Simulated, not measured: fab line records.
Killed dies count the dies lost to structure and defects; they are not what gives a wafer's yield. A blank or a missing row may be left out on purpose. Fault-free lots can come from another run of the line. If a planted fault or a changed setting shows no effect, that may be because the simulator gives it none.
What tool caused it? / flow nand harc / 12 lots, 36 wafers sampled, at 1 step of a route of 1302

WHAT EACH GAUGE READ, for each wafer
NHARC_P_STI_CD_MEAS_16.
lot=L075; measured=day 3 11:22; on=cd sem-02; cd nm (nm)=202.3 202.1 202.6
lot=L077; measured=day 4 03:49; on=cd sem-03; cd nm (nm)=198.7 200.7 198.3
lot=L079; measured=day 4 21:31; on=cd sem-02; cd nm (nm)=200.3 198.3 203.1
lot=L081; measured=day 5 17:24; on=cd sem-03; cd nm (nm)=199.9 200.8 202.1
lot=L083; measured=day 6 17:52; on=cd sem-01; cd nm (nm)=201.5 203.7 203.8
lot=L085; measured=day 7 09:55; on=cd sem-02; cd nm (nm)=202.5 198.7 199.5
lot=L087; measured=day 8 06:58; on=cd sem-02; cd nm (nm)=199.2 198.5 201.5
lot=L089; measured=day 9 02:53; on=cd sem-02; cd nm (nm)=203.7 199.5 199.3
lot=L091; measured=day 9 22:16; on=cd sem-03; cd nm (nm)=198.8 199.7 199.0
lot=L093; measured=day 10 20:55; on=cd sem-01; cd nm (nm)=198.5 200.5 202.3
lot=L095; measured=day 11 17:08; on=cd sem-02; cd nm (nm)=202.6 200.2 203.0
lot=L097; measured=day 12 10:22; on=cd sem-02; cd nm (nm)=203.5 201.5 203.1

TOOL THAT RAN EACH LOT (tool first, then ch and the chambers of the sampled wafers, then the start)
There is no process step in the record ahead of these readings.

THE ANSWER, worked out from the rows above alone
Rule: the usual values come from the lots themselves. Put in order of their means at a reading, lots are off if they are a third of the lots or fewer, leave a main group of 4 or more, and stand apart from it by a gap of 3 or more times the standard deviation of the main group's means; of several such gaps the widest counts. If all means in a main group match to the digits the tables above print for the reading, that group is not used. Also off: a lot with no number at a reading for which 4 or more lots have one. Any other lot the step has rows for is counted as sound.
Nothing can be told from this: no lot is off at any reading shown.

WHAT THE SIMULATOR PUT IN
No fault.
